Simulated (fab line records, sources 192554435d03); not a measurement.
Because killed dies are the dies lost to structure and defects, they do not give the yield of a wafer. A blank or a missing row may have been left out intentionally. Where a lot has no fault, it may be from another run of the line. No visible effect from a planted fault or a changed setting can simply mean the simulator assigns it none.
fab line records	flow n5-finfet
[record] lots = 7	wafers = 21
route steps=1938 shown ZERO_LAYER@11 WELL_APT@21 PMOS_HMC_CHANNEL_EPI@63 FIN_SAQP@109 FIN_CUT@176 SD_EPI_N@262 ILD0@338 SDB@353 PASSIVATION@1936
start-h: the number of hours between the record's first day and the start of the first shown wafer of the lot	wait-h: how many hours have passed since the lot's step before this one	" identical to the entry in the row above	L1.1+2: a row that stands for several wafers	- value missing, or start not given	* or withheld: withheld	< > ~ a bound
route shown NAME@n: NAME is a module with steps in the file, n the number in the route of the first one	usual: the fault-free wafers' mean and standard deviation	same: alike in all rows	chamber/n: place in a boat	sites: each site's reading	_std_site: standard deviation across them	_edge_site: inner sites' mean taken away from outer sites' mean	radius-mm: for every site, how far away it sits from the centre of the wafer	mask NAME#n: copy n	behind: the most recent tool/chamber to have shaped the wafer	hold: why the lot was held/for how many hours/how that ended	device: the n, p or np transistor that did not switch	end of line: the same wafers' tests at the end of the route	a step given without rows: its recipe and nothing more	killed: dies that structure and defects cost at the first sort, which is not the same as the wafer's yield	map: dies across one wafer; x = killed, . = not, _ = none there
set.NAME: the setting that was run; set.NAME@STEP: the one run at that earlier step	model.NAME: the simulator's own value behind a step, which no gauge read
lots run with intentionally changed settings; tables by step, rows by wafer
[[steps]]
[step N5_ZERO_LAYER_DEVELOP_10]
[recipe] develop-time-s = 60	rinse-liquid = diw	dry = air-spin	dev-temp-c = 21
lot.wafer	tool	chamber	start-h	wait-h	set.develop-time-s
L077.1+4+5	litho-track-03	0	-	-	60
L081.1+2+3	litho-track-03	0	-	-	60
L083.1+4	litho-track-05	0	-	-	60
L083.3	"	0	"	"	50.6
L085.1+3	litho-track-01	0	-	-	49.1
L085.4	"	0	"	"	60
L095.1+5	litho-track-05	0	-	-	69.65
L095.6	"	0	"	"	60
L096.1+2	litho-track-05	0	-	-	54.42
L096.5	"	0	"	"	60
L097.3	litho-track-05	0	-	-	50.9
L097.5+6	"	0	"	"	60
[step N5_ZERO_LAYER_HARDBAKE_23]
[recipe] temp-c = 130	time-s = 120
[step N5_ZERO_LAYER_CD_MEAS_11]
[recipe] target-cd-nm = 2000	landing-energy-ev = 500	detector = se-inlens
[usual] cd-nm = 2000.5/1.5
lot.wafer	tool	chamber	start-h	wait-h	set.develop-time-s@ZERO_LAYER_DEVELOP_10	cd-nm
L077.1	cd-sem-03	0	30.77	-	60	1998.1
L077.4	"	0	"	"	60	2000.0
L077.5	"	0	"	"	60	2001.3
L081.1	cd-sem-02	0	54.65	-	60	2001.0
L081.2	"	0	"	"	60	2000.5
L081.3	"	0	"	"	60	1999.8
L083.1	cd-sem-03	0	66.64	-	60	2002.6
L083.3	"	0	"	"	50.6	1997.1
L083.4	"	0	"	"	60	2001.9
L085.1	cd-sem-02	0	78.64	-	49.1	1995.6
L085.3	"	0	"	"	49.1	1996.8
L085.4	"	0	"	"	60	2001.2
L095.1	cd-sem-03	0	138.64	-	69.65	2004.3
L095.5	"	0	"	"	69.65	2003.4
L095.6	"	0	"	"	60	2001.2
L096.1	cd-sem-02	0	144.65	-	54.42	1999.3
L096.2	"	0	"	"	54.42	1998.3
L096.5	"	0	"	"	60	2000.3
L097.3	cd-sem-02	0	150.64	-	50.9	1999.2
L097.5	"	0	"	"	60	2002.2
L097.6	"	0	"	"	60	2001.5
[step N5_WELL_APT_COAT_02]
[recipe] spin-rpm = 1357	resist-thk-nm = 950
lot.wafer	tool	chamber	start-h	wait-h	set.spin-rpm	model.coat_of_WELL_APT_COAT_02.thk-nm
L077.1	litho-track-04	0	-	-	1357	952.4
L077.4	"	0	"	"	1357	951.9
L077.5	"	0	"	"	1357	951.3
L081.1	litho-track-03	0	-	-	1357	949.8
L081.2	"	0	"	"	1357	953.8
L081.3	"	0	"	"	1357	951
L083.1	litho-track-04	0	-	-	1357	951.6
L083.3	"	0	"	"	1258	985
L083.4	"	0	"	"	1258	989.1
L085.1	litho-track-02	0	-	-	1357	952.7
L085.3	"	0	"	"	1482	913.1
L085.4	"	0	"	"	1357	953.1
L095.1	litho-track-02	0	-	-	1357	953.3
L095.5	"	0	"	"	1357	950.8
L095.6	"	0	"	"	1415	929.9
L096.1	litho-track-02	0	-	-	1412	931
L096.2	"	0	"	"	1357	948
L096.5	"	0	"	"	1412	931.1
L097.3	litho-track-02	0	-	-	1357	952
L097.5	"	0	"	"	1506	899.9
L097.6	"	0	"	"	1506	902.3
[step N5_PMOS_HMC_CHANNEL_EPI_PEB_07]
[recipe] peb-temp-c = 110	peb-time-s = 60	resist = CAR-ArF-block
lot.wafer	tool	chamber	start-h	wait-h	set.peb-time-s
L077.1+4+5	litho-track-01	0	35.17	0.1	60
L081.1+3	litho-track-05	0	59.49	0.1	60
L081.2	"	0	"	"	51.49
L083.1	litho-track-05	0	71.28	0.1	60
L083.3+4	"	0	"	"	56.09
L085.1+3+4	litho-track-04	0	84.26	0.1	60
L095.1+6	litho-track-04	0	143.35	0.1	54.08
L095.5	"	0	"	"	60
L096.1	litho-track-01	0	149.30	0.1	60
L096.2+5	"	0	"	"	49.62
L097.3+5+6	litho-track-05	0	155.47	0.0	60
[step N5_PMOS_HMC_CHANNEL_EPI_DEVELOP_08]
[recipe] develop-time-s = 30	developer = TMAH	resist = CAR-ArF-block	dev-temp-c = 23	rinse-liquid = diw	dry = air-spin
[step N5_PMOS_HMC_CHANNEL_EPI_CD_MEAS_09]
[recipe] target-cd-nm = 237.4	landing-energy-ev = 500	detector = se-inlens
[usual] cd-nm = 237.6/0.96
lot.wafer	tool	chamber	start-h	wait-h	set.peb-time-s@PMOS_HMC_CHANNEL_EPI_PEB_07	cd-nm
L077.1	cd-sem-01	0	35.24	-	60	238.2
L077.4	"	0	"	"	60	238.7
L077.5	"	0	"	"	60	238.5
L081.1	cd-sem-02	0	59.56	-	60	238.1
L081.2	"	0	"	"	51.49	231.2
L081.3	"	0	"	"	60	238.7
L083.1	cd-sem-03	0	71.35	-	60	237.5
L083.3	"	0	"	"	56.09	235.0
L083.4	"	0	"	"	56.09	235.0
L085.1	cd-sem-03	0	84.33	-	60	238.0
L085.3	"	0	"	"	60	236.6
L085.4	"	0	"	"	60	237.2
L095.1	cd-sem-02	0	143.42	-	54.08	232.4
L095.5	"	0	"	"	60	235.2
L095.6	"	0	"	"	54.08	232.4
L096.1	cd-sem-02	0	149.37	-	60	236.6
L096.2	"	0	"	"	49.62	228.8
L096.5	"	0	"	"	49.62	229.2
L097.3	cd-sem-03	0	155.53	-	60	237.6
L097.5	"	0	"	"	60	238.1
L097.6	"	0	"	"	60	238.9
[step N5_PMOS_HMC_CHANNEL_EPI_DESCUM_14]
[recipe] chemistry = O2	time-s = 7.9	source-power-w = 50	bias-power-w = 20	pressure-mtorr = 20	rf-frequency-hz = 2.712e+07	temp-c = 40	resist = CAR-ArF-block	o2-flow-sccm = 225
lot.wafer	tool	chamber	start-h	wait-h	set.peb-time-s@PMOS_HMC_CHANNEL_EPI_PEB_07	model.PMOS_HMC_CHANNEL_EPI.cd-nm
L077.1	rie-diel-03	0	35.33	0.0	60	238.4
L077.4	"	2	"	"	60	238.6
L077.5	"	1	"	"	60	238.7
L081.1	rie-diel-02	3	59.86	0.2	60	238
L081.2	"	2	"	"	51.49	230.9
L081.3	"	0	"	"	60	238.5
L083.1	rie-diel-03	0	71.44	0.0	60	237.8
L083.3	"	3	"	"	56.09	234.8
L083.4	"	0	"	"	56.09	235
L085.1	rie-diel-03	0	84.42	0.0	60	237.7
L085.3	"	3	"	"	60	237
L085.4	"	2	"	"	60	237.2
L095.1	rie-diel-02	3	143.55	0.1	54.08	232.4
L095.5	"	0	"	"	60	235.5
L095.6	"	3	"	"	54.08	232
L096.1	rie-diel-02	1	149.46	0.0	60	236.4
L096.2	"	0	"	"	49.62	228.9
L096.5	"	3	"	"	49.62	229.1
L097.3	rie-diel-02	2	155.62	0.0	60	237.8
L097.5	"	1	"	"	60	238.1
L097.6	"	0	"	"	60	238.6
[step N5_PMOS_HMC_CHANNEL_EPI_ETCH_32]
[recipe] chemistry = N2/H2	target = BARC	stop-on = SiO2	target-depth-a = 858	over-etch-frac = 0.3	time-s = 50.3	ion-energy-ev = 200	mask-material = CAR-ArF-block	pressure-mtorr = 30	source-w = 840	bias-w = 150	n2-flow-sccm = 200	h2-flow-sccm = 200
lot.wafer	tool	chamber	start-h	wait-h	set.peb-time-s@PMOS_HMC_CHANNEL_EPI_PEB_07	model.PMOS_HMC_CHANNEL_EPI.cd-nm
L077.1	rie-diel-03	0	35.36	0.0	60	241
L077.4	"	2	"	"	60	241.3
L077.5	"	1	"	"	60	241.4
L081.1+3	rie-diel-02	3,0	59.89	0.0	60	240.1
L081.2	"	2	"	"	51.49	233.2
L083.1	rie-diel-03	0	71.47	0.0	60	239.8
L083.3+4	"	3,0	"	"	56.09	237.3
L085.1	rie-diel-03	0	84.46	0.0	60	240.2
L085.3	"	3	"	"	60	240
L085.4	"	2	"	"	60	239.2
L095.1	rie-diel-02	3	143.59	0.0	54.08	235.6
L095.5	"	0	"	"	60	238.4
L095.6	"	3	"	"	54.08	235
L096.1	rie-diel-02	1	149.49	0.0	60	240.1
L096.2	"	0	"	"	49.62	231.9
L096.5	"	3	"	"	49.62	232.7
L097.3	rie-diel-02	2	155.66	0.0	60	240.2
L097.5	"	1	"	"	60	240.8
L097.6	"	0	"	"	60	240.7
[step N5_FIN_SAQP_PEB_14]
[recipe] peb-temp-c = withheld	peb-time-s = 60	resist = CAR-ArF
lot.wafer	tool	chamber	start-h	wait-h	set.peb-time-s
L077.1+4+5	litho-track-02	0	39.71	0.1	60
L081.1	litho-track-03	0	64.31	0.1	60
L081.2+3	"	0	"	"	53.52
L083.1+3+4	litho-track-02	0	76.09	0.1	60
L085.1+3	litho-track-02	0	88.86	0.1	60
L085.4	"	0	"	"	72.41
L095.1+5	litho-track-05	0	147.87	0.1	60
L095.6	"	0	"	"	64.45
L096.1+2+5	litho-track-02	0	154.56	0.1	60
L097.3	litho-track-02	0	159.89	0.0	60
L097.5+6	"	0	"	"	52.69
[step N5_FIN_SAQP_DEVELOP_15]
[recipe] develop-time-s = 30	developer = TMAH	resist = CAR-ArF	dev-temp-c = 23	rinse-liquid = diw	dry = air-spin
[step N5_FIN_SAQP_CD_MEAS_16]
[recipe] target-cd-nm = 35.6	landing-energy-ev = 500	detector = se-inlens
[usual] cd-nm = 35.62/0.27
lot.wafer	tool	chamber	start-h	wait-h	set.peb-time-s@FIN_SAQP_PEB_14	cd-nm
L077.1	cd-sem-02	0	39.78	-	60	36.05
L077.4	"	0	"	"	60	36.13
L077.5	"	0	"	"	60	35.63
L081.1	cd-sem-03	0	64.38	-	60	35.66
L081.2	"	0	"	"	53.52	37.21
L081.3	"	0	"	"	53.52	37.00
L083.1	cd-sem-02	0	76.16	-	60	35.84
L083.3	"	0	"	"	60	35.53
L083.4	"	0	"	"	60	35.30
L085.1	cd-sem-03	0	88.93	-	60	35.37
L085.3	"	0	"	"	60	35.41
L085.4	"	0	"	"	72.41	33.19
L095.1	cd-sem-02	0	147.93	-	60	35.75
L095.5	"	0	"	"	60	35.70
L095.6	"	0	"	"	64.45	34.56
L096.1	cd-sem-02	0	154.63	-	60	35.35
L096.2	"	0	"	"	60	35.55
L096.5	"	0	"	"	60	35.75
L097.3	cd-sem-02	0	159.96	-	60	35.80
L097.5	"	0	"	"	52.69	38.03
L097.6	"	0	"	"	52.69	37.48
[step N5_FIN_CUT_CUT_ETCH_15]
[recipe] chemistry = HBr/Cl2/O2	target = Si	target-depth-a = 1000	bt-time-s = 10	mask-material = SOC	time-s = 42.4	ion-energy-ev = *	bias-w = *	pressure-mtorr = 10	icp-w = 800	HBr_flow_sccm = 150	Cl2_flow_sccm = 80	O2_flow_sccm = 12
lot.wafer	tool	chamber	start-h	wait-h	set.time-s	model.etch.depth-nm	model.FIN_CUT.feature-depth-nm	model.SOC_of_FIN_CUT_COAT_18.thk-nm
L077.1	rie-si-01	0	45.94	0.1	42.4	97.92	98	170.8
L077.4	"	1	"	"	42.4	97.28	97.2	172.2
L077.5	"	3	"	"	42.4	99.29	99.2	170.6
L081.1	rie-si-03	0	69.87	0.1	33.62	80.3	80.4	177.4
L081.2	"	1	"	"	33.62	79.93	80	177.8
L081.3	"	2	"	"	42.4	100.7	100.8	169.8
L083.1	rie-si-03	1	81.83	0.1	49.5	118.2	118.2	163.4
L083.3	"	0	"	"	42.4	102.1	102	169.6
L083.4	"	2	"	"	49.5	118	118	162.8
L085.1	rie-si-05	3	96.43	0.1	38.32	89.66	89.6	175
L085.3	"	0	"	"	42.4	101.1	101.2	171.6
L085.4	"	1	"	"	42.4	100.5	100.4	171.8
L095.1	rie-si-03	1	155.32	0.1	42.4	100.4	100.4	170.6
L095.5	"	3	"	"	37.88	89.1	89.2	174.4
L095.6	"	2	"	"	42.4	99.72	99.8	171
L096.1	rie-si-03	3	160.49	0.1	35.4	82.22	82.2	176.6
L096.2	"	0	"	"	35.4	83.26	83.2	176.2
L096.5	"	1	"	"	42.4	99.78	99.8	170.8
L097.3	rie-si-03	2	165.61	0.0	42.4	99.28	99.2	171
L097.5	"	2	"	"	39.06	91.63	91.6	174
L097.6	"	1	"	"	39.06	92.48	92.4	172.2
[step N5_SD_EPI_N_COAT_32]
[recipe] resist = SOC	temp-c = 250	time-s = 60	spin-rpm = 1500	resist-thk-nm = 350
lot.wafer	tool	chamber	start-h	wait-h	set.spin-rpm	model.SOC_of_SD_EPI_N_COAT_32.thk-nm
L077.1	litho-track-04	0	66.96	0.0	1500	349.6
L077.4	"	0	"	"	1500	350.2
L077.5	"	0	"	"	1500	350
L081.1	litho-track-03	0	93.52	0.0	1500	349.4
L081.2	"	0	"	"	1575	340.4
L081.3	"	0	"	"	1575	340.8
L083.1	litho-track-02	0	104.27	0.0	1577	341.2
L083.3	"	0	"	"	1500	350
L083.4	"	0	"	"	1500	349.6
L085.1	litho-track-04	0	121.85	0.0	1500	350
L085.3	"	0	"	"	1566	340.8
L085.4	"	0	"	"	1566	341.6
L095.1	litho-track-03	0	175.37	0.0	1347	369.6
L095.5	"	0	"	"	1500	350
L095.6	"	0	"	"	1500	351.8
L096.1	litho-track-03	0	182.44	0.0	1500	349.4
L096.2	"	0	"	"	1416	359.2
L096.5	"	0	"	"	1500	350.2
L097.3	litho-track-04	0	185.87	0.0	1500	350.4
L097.5	"	0	"	"	1406	361.8
L097.6	"	0	"	"	1500	349.8
[step N5_SD_EPI_N_COAT_33]
[recipe] resist = SiARC	temp-c = 220	time-s = 60	spin-rpm = 1500	resist-thk-nm = 35
lot.wafer	tool	chamber	start-h	wait-h	set.spin-rpm	model.SiARC_of_SD_EPI_N_COAT_33.thk-nm
L077.1+4+5	litho-track-04	0	-	-	1500	35
L081.1	litho-track-03	0	-	-	1339	37.2
L081.2	"	0	"	"	1500	35
L081.3	"	0	"	"	1339	37
L083.1+3+4	litho-track-02	0	-	-	1500	35
L085.1	litho-track-04	0	-	-	1548	34.2
L085.3	"	0	"	"	1500	34.8
L085.4	"	0	"	"	1548	34.4
L095.1	litho-track-03	0	-	-	1375	36.6
L095.5	"	0	"	"	1500	35
L095.6	"	0	"	"	1500	35.2
L096.1	litho-track-03	0	-	-	1500	35
L096.2+5	"	0	"	"	1366	36.8
L097.3+6	litho-track-04	0	-	-	1500	35
L097.5	"	0	"	"	1578	34.2
[step N5_SD_EPI_N_COAT_03]
[recipe] resist = CAR-ArF-block	spin-rpm = 1500	resist-thk-nm = 150
[step N5_SD_EPI_N_EBR_05]
[recipe] solvent = PGMEA	ebr-width-mm = 1.5
[step N5_SD_EPI_N_DESCUM_14]
[recipe] chemistry = O2	time-s = 7.9	source-power-w = 50	bias-power-w = 20	pressure-mtorr = 20	rf-frequency-hz = 2.712e+07	temp-c = 40	resist = CAR-ArF-block	o2-flow-sccm = 225
[step N5_SD_EPI_N_ETCH_34]
[recipe] chemistry = CF4	target = SiARC	target-depth-a = 455	mask-material = CAR-ArF-block	time-s = 75.8	ion-energy-ev = 80	pressure-mtorr = 40	source-w = 545	bias-w = 36	Ar_flow_sccm = 100	cf4-flow-sccm = 100	ends = cleared
[usual] etch-rf-on-time-s = 75.9/1
lot.wafer	tool	chamber	start-h	wait-h	set.spin-rpm@SD_EPI_N_COAT_33	etch-rf-on-time-s	model.etch.depth-nm	model.CAR-ArF-block_of_SD_EPI_N_COAT_03.thk-nm
L077.1	rie-diel-06	0	67.53	0.0	1500	76.3	34.91	111.6
L077.4	"	3	"	"	1500	76.2	35.01	111.4
L077.5	"	3	"	"	1500	76.6	35.08	111.8
L081.1	rie-diel-01	2	94.05	0.0	1339	80.1	37.14	109
L081.2	"	1	"	"	1500	77.7	35.1	111.2
L081.3	"	0	"	"	1339	81.2	37.09	109.4
L083.1	rie-diel-06	2	104.63	0.0	1500	75.7	34.99	110.4
L083.3	"	0	"	"	1500	75.6	34.96	110.6
L083.4	"	3	"	"	1500	76.2	35.01	110.8
L085.1	rie-diel-04	3	122.22	0.0	1548	73.2	34.24	112.2
L085.3	"	2	"	"	1500	77.5	34.88	111.8
L085.4	"	1	"	"	1548	76.2	34.31	112.2
L095.1	rie-diel-04	2	175.94	0.0	1375	78.6	36.56	109.6
L095.5	"	3	"	"	1500	74.3	35.09	110.4
L095.6	"	2	"	"	1500	74.5	35.15	110.8
L096.1	rie-diel-06	3	182.94	0.0	1500	76.6	35.07	110.8
L096.2	"	1	"	"	1366	80.5	36.81	109.4
L096.5	"	1	"	"	1366	80.9	36.72	109
L097.3	rie-diel-01	1	186.60	0.0	1500	75.8	35.05	112
L097.5	"	0	"	"	1578	72.3	34.25	112.4
L097.6	"	3	"	"	1500	76.0	35.1	111.6
[step N5_SD_EPI_N_ETCH_35]
[recipe] chemistry = N2/H2	target = SOC	overetch-a = 1080	mask-material = SiARC	temp-c = 40	ion-energy-ev = 100	source-w = 3000	bias-w = 133	pressure-mtorr = 20	time-s = 486	n2-flow-sccm = 200	h2-flow-sccm = 200
lot.wafer	tool	chamber	start-h	wait-h	set.spin-rpm@SD_EPI_N_COAT_33	model.SiARC_of_SD_EPI_N_COAT_33.thk-nm
L077.1	rie-diel-06	0	67.59	0.0	1500	19.6
L077.4	"	3	"	"	1500	19.8
L077.5	"	3	"	"	1500	20
L081.1	rie-diel-01	2	94.10	0.0	1339	21.8
L081.2	"	1	"	"	1500	20.4
L081.3	"	0	"	"	1339	22.2
L083.1	rie-diel-06	2	104.69	0.0	1500	19.8
L083.3+4	"	0,3	"	"	1500	19.6
L085.1	rie-diel-04	3	122.27	0.0	1548	18.6
L085.3	"	2	"	"	1500	19.8
L085.4	"	1	"	"	1548	19.4
L095.1	rie-diel-04	2	176.00	0.0	1375	21
L095.5	"	3	"	"	1500	19.4
L095.6	"	2	"	"	1500	19.6
L096.1	rie-diel-06	3	182.99	0.0	1500	20
L096.2	"	1	"	"	1366	21.8
L096.5	"	1	"	"	1366	21.6
L097.3+6	rie-diel-01	1,3	186.66	0.0	1500	19.8
L097.5	"	0	"	"	1578	18.6
[step N5_ILD0_CMP_03]
[recipe] stop-on = SiNx	t-overpolish-s = 1.9	post-cmp-clean = alkaline-brush	down-force-psi = 4.1491	platen-rpm = 51.796	pad-velocity-m-s = 1.0306	target-thk-nm = 197.38
[usual] time-to-endpoint-s = 70.4/2.6
lot.wafer	tool	chamber	start-h	wait-h	set.down-force-psi	time-to-endpoint-s
L077.1	cmp-02	1	81.45	0.0	4.1491	71.3
L077.4	"	2	"	"	4.1491	71.1
L077.5	"	2	"	"	4.1491	67.3
L081.3	cmp-03	3	108.28	0.0	4.1491	68.4
L081.1	"	1	"	"	4.1491	66.1
L081.2	"	2	"	"	4.1491	74.0
L083.3	cmp-02	3	118.03	0.1	5.007	61.5
L083.1	"	1	"	"	4.1491	74.0
L083.4	"	2	"	"	4.1491	76.7
L085.3	cmp-02	0	137.80	0.2	4.1491	72.5
L085.4	"	1	"	"	4.1491	68.9
L085.1	"	2	"	"	4.1491	69.4
L095.1	cmp-01	2	187.57	0.1	4.841	60.5
L095.5	"	3	"	"	4.841	58.3
L095.6	"	0	"	"	4.1491	76.3
L096.1	cmp-02	3	195.93	0.1	3.277	90.4
L096.2	"	2	"	"	4.1491	71.8
L096.5	"	0	"	"	4.1491	73.0
L097.3	cmp-01	3	200.02	0.1	4.1491	66.3
L097.5	"	3	"	"	3.644	76.1
L097.6	"	0	"	"	3.644	80.8
[step N5_ILD0_PRECLEAN_10]
[recipe] chemistry = NF3:NH3	afs-cycles = 5	time-s = 20	temp-c = 30	sublimation-temp-c = 180	sublimation-time-s = 60	pressure-torr = 3	rf-power-w = 30
lot.wafer	tool	chamber	start-h	wait-h	set.time-s
L077.1+4+5	remote-plasma-01	1	82.11	0.0	20
L081.1	remote-plasma-01	0	108.94	0.0	22.98
L081.2+3	"	0	"	"	20
L083.1+3+4	remote-plasma-01	1	118.69	0.0	20
L085.1+3+4	remote-plasma-01	1	138.45	0.0	20
L095.1+5	remote-plasma-02	1	188.11	0.0	24.45
L095.6	"	1	"	"	20
L096.1	remote-plasma-02	1	196.59	0.0	20
L096.2+5	"	1	"	"	22.79
L097.3+5+6	remote-plasma-02	1	200.89	0.3	20
[step N5_SDB_EXPOSE_08]
[recipe] mask-id = SDB	na = 1.35	source-shape = conventional	sigma-outer = 0.5	polarization = unpolarized	dose-mj = 49.6
lot.wafer	tool	chamber	start-h	wait-h	mask	set.dose-mj
L077.1+4+5	arfi-scanner-02	0	86.18	-	SDB#0	49.6
L081.1	arfi-scanner-01	0	112.38	-	SDB#0	49.6
L081.2+3	"	0	"	"	SDB#0	46.69
L083.1	arfi-scanner-03	0	122.26	-	SDB#0	46.99
L083.3+4	"	0	"	"	SDB#0	49.6
L085.1+3+4	arfi-scanner-02	0	142.03	-	SDB#0	49.6
L095.1+6	arfi-scanner-02	0	191.80	-	SDB#0	48.59
L095.5	"	0	"	"	SDB#0	49.6
L096.1+5	arfi-scanner-03	0	200.61	-	SDB#0	49.6
L096.2	"	0	"	"	SDB#0	46.78
L097.3+5+6	arfi-scanner-01	0	204.65	-	SDB#0	49.6
[step N5_SDB_PEB_09]
[recipe] peb-temp-c = withheld	peb-time-s = 60	resist = CAR-ArF
[step N5_SDB_DEVELOP_10]
[recipe] develop-time-s = 30	developer = TMAH	resist = CAR-ArF	rinse-liquid = diw	dry = air-spin	dev-temp-c = 23
[step N5_SDB_CD_MEAS_11]
[recipe] target-cd-nm = 50	landing-energy-ev = 500	detector = se-inlens	polarity = opening
[usual] cd-nm = 50.2/0.85
lot.wafer	tool	chamber	start-h	wait-h	set.dose-mj@SDB_EXPOSE_08	cd-nm
L077.1	cd-sem-03	0	86.30	-	49.6	49.3
L077.4	"	0	"	"	49.6	49.1
L077.5	"	0	"	"	49.6	48.8
L081.1	cd-sem-03	0	112.50	-	49.6	50.0
L081.2	"	0	"	"	46.69	44.8
L081.3	"	0	"	"	46.69	43.5
L083.1	cd-sem-02	0	122.38	-	46.99	44.0
L083.3	"	0	"	"	49.6	49.8
L083.4	"	0	"	"	49.6	50.3
L085.1	cd-sem-02	0	142.16	-	49.6	51.0
L085.3	"	0	"	"	49.6	51.1
L085.4	"	0	"	"	49.6	50.5
L095.1	cd-sem-02	0	191.92	-	48.59	48.0
L095.5	"	0	"	"	49.6	50.5
L095.6	"	0	"	"	48.59	48.1
L096.1	cd-sem-01	0	200.73	-	49.6	50.3
L096.2	"	0	"	"	46.78	43.7
L096.5	"	0	"	"	49.6	50.2
L097.3	cd-sem-02	0	204.77	-	49.6	51.1
L097.5	"	0	"	"	49.6	51.3
L097.6	"	0	"	"	49.6	50.5
[step N5_PASSIVATION_PROBE_49]
[usual] defect-limited-yield = 91.5/1.4	killed-dies = 100/16	sort-yield-pct = 91.5/1.4
lot.wafer	tool	chamber	start-h	wait-h	set.time-s@ILD0_PRECLEAN_10	set.platen-rpm@HKMG_FIN_CMP_23	defect-limited-yield[%]	killed-dies	sort-yield-pct[%]
L077.1	prober-02	-	283.76	0.0	20	50.289	90.5	112	90.5
L077.4	prober-02	-	283.91	0.2	20	50.289	87.4	149	87.4
L077.5	prober-02	-	283.96	0.2	20	50.289	90.7	110	90.7
L081.1	prober-01	-	314.04	0.4	22.98	49.84	94.0	71	94.0
L081.2	prober-01	-	314.09	0.5	20	50.289	86.9	154	86.9
L081.3	prober-01	-	314.14	0.5	20	50.289	93.7	74	93.7
L083.1	prober-01	-	329.83	0.0	20	49.38	49.4	597	49.4
L083.3	prober-01	-	329.93	0.1	20	49.38	52.9	556	52.9
L083.4	prober-01	-	329.98	0.2	20	50.289	88.6	134	88.6
L085.1	prober-02	-	336.29	0.0	20	49.91	79.2	246	79.2
L085.3	prober-02	-	336.39	0.1	20	50.289	85.3	174	85.3
L085.4	prober-02	-	336.44	0.2	20	50.289	88.6	135	88.6
L096.1	prober-01	-	400.67	0.0	20	50.289	5.2	1119	5.2
L096.2	prober-01	-	400.72	0.1	22.79	51.5	83.6	194	83.6
L096.5	prober-01	-	400.87	0.2	22.79	51.5	89.8	120	89.8
L097.3	prober-01	-	413.66	0.1	20	50.289	90.5	112	90.5
L097.5	prober-01	-	413.76	0.2	20	50.289	92.7	86	92.7
L097.6	prober-01	-	413.81	0.3	20	50.289	91.1	105	91.1
L095.1	prober-02	-	414.29	0.0	24.45	50.289	91.5	100	91.5
L095.5	prober-02	-	414.49	0.2	24.45	50.289	91.4	101	91.4
L095.6	prober-02	-	414.54	0.3	20	50.289	27.6	854	27.6
[[key]]
[split] step = N5_ZERO_LAYER_DEVELOP_10	setting = develop-time-s	stated = 60	by = wafer
[response] step = N5_ZERO_LAYER_CD_MEAS_11	reading = cd-nm	change = +0.232	per = 1%	r = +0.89
[split] step = N5_WELL_APT_COAT_02	setting = spin-rpm	stated = 1357	by = wafer
[response] step = N5_WELL_APT_COAT_02	reading = model.coat_of_WELL_APT_COAT_02.thk-nm	change = -4.6	per = 1%	r = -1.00
[split] step = N5_PMOS_HMC_CHANNEL_EPI_PEB_07	setting = peb-time-s	stated = 60	by = wafer
[response] step = N5_PMOS_HMC_CHANNEL_EPI_CD_MEAS_09	reading = cd-nm	change = +0.434	per = 1%	r = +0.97
[response] step = N5_PMOS_HMC_CHANNEL_EPI_DESCUM_14	reading = model.PMOS_HMC_CHANNEL_EPI.cd-nm	change = +0.443	per = 1%	r = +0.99
[response] step = N5_PMOS_HMC_CHANNEL_EPI_ETCH_32	reading = model.PMOS_HMC_CHANNEL_EPI.cd-nm	change = +0.435	per = 1%	r = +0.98
[split] step = N5_FIN_SAQP_PEB_14	setting = peb-time-s	stated = 60	by = wafer
[response] step = N5_FIN_SAQP_CD_MEAS_16	reading = cd-nm	change = -0.125	per = 1%	r = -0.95
[split] step = N5_FIN_CUT_CUT_ETCH_15	setting = time-s	stated = 42.4	by = wafer
[response] step = N5_FIN_CUT_CUT_ETCH_15	reading = model.etch.depth-nm	change = +1.01	per = 1%	r = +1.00
[response] step = N5_FIN_CUT_CUT_ETCH_15	reading = model.FIN_CUT.feature-depth-nm	change = +1.01	per = 1%	r = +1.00
[response] step = N5_FIN_CUT_CUT_ETCH_15	reading = model.SOC_of_FIN_CUT_COAT_18.thk-nm	change = -0.36	per = 1%	r = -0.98
[split] step = N5_SD_EPI_N_COAT_32	setting = spin-rpm	stated = 1500	by = wafer
[response] step = N5_SD_EPI_N_COAT_32	reading = model.SOC_of_SD_EPI_N_COAT_32.thk-nm	change = -1.81	per = 1%	r = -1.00
[split] step = N5_SD_EPI_N_COAT_33	setting = spin-rpm	stated = 1500	by = wafer
[response] step = N5_SD_EPI_N_COAT_33	reading = model.SiARC_of_SD_EPI_N_COAT_33.thk-nm	change = -0.189	per = 1%	r = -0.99
[response] step = N5_SD_EPI_N_ETCH_34	reading = etch-rf-on-time-s	change = *	per = 1%	r = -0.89
[response] step = N5_SD_EPI_N_ETCH_34	reading = model.etch.depth-nm	change = -0.182	per = 1%	r = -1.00
[response] step = N5_SD_EPI_N_ETCH_34	reading = model.CAR-ArF-block_of_SD_EPI_N_COAT_03.thk-nm	change = +0.161	per = 1%	r = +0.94
[response] step = N5_SD_EPI_N_ETCH_35	reading = model.SiARC_of_SD_EPI_N_COAT_33.thk-nm	change = -0.178	per = 1%	r = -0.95
[split] step = N5_ILD0_CMP_03	setting = down-force-psi	stated = 4.1491	by = wafer
[response] step = N5_ILD0_CMP_03	reading = time-to-endpoint-s	change = *	per = 1%	r = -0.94
[split] step = N5_ILD0_PRECLEAN_10	setting = time-s	stated = 20	by = wafer
[response] step = N5_PASSIVATION_PROBE_49	reading = defect-limited-yield	slope = +2.4	per = 1%	together-with = platen-rpm@HKMG_FIN_CMP_23	explained = 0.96
[response] step = N5_PASSIVATION_PROBE_49	reading = killed-dies	slope = -28.3	per = 1%	together-with = platen-rpm@HKMG_FIN_CMP_23	explained = 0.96
[response] step = N5_PASSIVATION_PROBE_49	reading = sort-yield-pct	slope = +2.4	per = 1%	together-with = platen-rpm@HKMG_FIN_CMP_23	explained = 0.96
[split] step = N5_SDB_EXPOSE_08	setting = dose-mj	stated = 49.6	by = wafer
[response] step = N5_SDB_CD_MEAS_11	reading = cd-nm	change = +1.1	per = 1%	r = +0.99
split outside-this-file step=N5_HKMG_FIN_CMP_23 setting=platen-rpm
// split outside-this-file: this setting was split too, and the file shows its column; the key of that split is in another file
